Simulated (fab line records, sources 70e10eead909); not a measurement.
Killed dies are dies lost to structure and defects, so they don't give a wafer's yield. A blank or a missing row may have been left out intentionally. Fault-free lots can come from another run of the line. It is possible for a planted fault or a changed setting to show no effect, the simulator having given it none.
Matching of chambers + flow nand-harc + rie-diel-06 running NHARC_A_STAIRCASE_TRIM_191: 4 sister chambers
The step chemistry O2, time 211.2 s. 16 wafers are shown with their chamber, then 7 later ones without.

## WAFERS, EACH WITH ITS CHAMBER
| wafer  | chamber | drypump-motor-current-A (A) | showerhead-plenum-p-Torr (Torr) | rf-vpp-V (V) |
|--------|---------|-----------------------------|---------------------------------|--------------|
| L896.1 | 0       | 4.8                         | 3.36                            | 57.2         |
| L896.5 | 3       | 6.7                         | 3.45                            | 58.1         |
| L896.6 | 2       | 6.3                         | 3.63                            | 58.8         |
| L897.1 | 2       | 6.3                         | 3.63                            | 58.5         |
| L897.2 | 0       | 4.8                         | 3.36                            | 57.8         |
| L897.3 | 1       | 6.0                         | 3.80                            | 59.0         |
| L902.5 | 2       | 6.4                         | 3.62                            | 59.1         |
| L903.5 | 1       | 5.9                         | 3.79                            | 58.5         |
| L910.3 | 3       | 6.7                         | 3.43                            | 57.9         |
| L910.4 | 0       | 4.8                         | 3.34                            | 57.8         |
| L910.6 | 0       | 4.8                         | 3.34                            | 58.5         |
| L909.4 | 1       | 5.9                         | 3.78                            | 59.2         |
| L909.5 | 0       | 4.8                         | 3.34                            | 57.6         |
| L909.6 | 3       | 6.7                         | 3.42                            | 57.4         |
| L912.1 | 2       | 6.3                         | 3.60                            | 59.2         |
| L912.4 | 1       | 5.9                         | 3.77                            | 58.8         |

SIGNATURES (means of the wafers above)
| reading                  | chamber 0 | chamber 1 | chamber 2 | chamber 3 | scatter within a chamber |
|--------------------------|-----------|-----------|-----------|-----------|--------------------------|
| drypump-motor-current-A  | 4.800     | 5.925     | 6.325     | 6.700     | 0.0354                   |
| showerhead-plenum-p-Torr | 3.3480    | 3.7850    | 3.6200    | 3.4333    | 0.0131                   |
| rf-vpp-V                 | 57.780    | 58.875    | 58.900    | 57.800    | 0.378                    |
Rule: distance of a wafer from a chamber = root of the sum over the readings of ((wafer's reading minus chamber's mean) / reading's scatter) squared. The wafer belongs to the nearest chamber; if the next one is less than 2 further off, it can't be placed. The scatter: take each reading less its chamber's mean, square it, sum over the shown wafers, divide by the number of wafers less the number of chambers, and take the root.

## WAFERS WHOSE CHAMBER IS MISSING
| wafer  | drypump-motor-current-A (A) | showerhead-plenum-p-Torr (Torr) | rf-vpp-V (V) |
|--------|-----------------------------|---------------------------------|--------------|
| L912.5 | 4.8                         | 3.33                            | 59.1         |
| L913.2 | 6.7                         | 3.42                            | 56.7         |
| L913.3 | 4.8                         | 3.33                            | 55.2         |
| L913.4 | 6.0                         | 3.77                            | 57.9         |
| L917.1 | 6.7                         | 3.42                            | 58.3         |
| L917.5 | 6.7                         | 3.42                            | 57.9         |
| L917.6 | 6.4                         | 3.59                            | 57.9         |

## WHICH CHAMBER EACH WENT THROUGH
| wafer  | from the rows above | in truth |
|--------|---------------------|----------|
| L912.5 | 0                   | 0        |
| L913.2 | 3                   | 3        |
| L913.3 | 0                   | 0        |
| L913.4 | 1                   | 1        |
| L917.1 | 3                   | 3        |
| L917.5 | 3                   | 3        |
| L917.6 | 2                   | 2        |
7 of 7 placed correctly. From these rows, 0 cannot be placed. Number placed wrongly: 0.
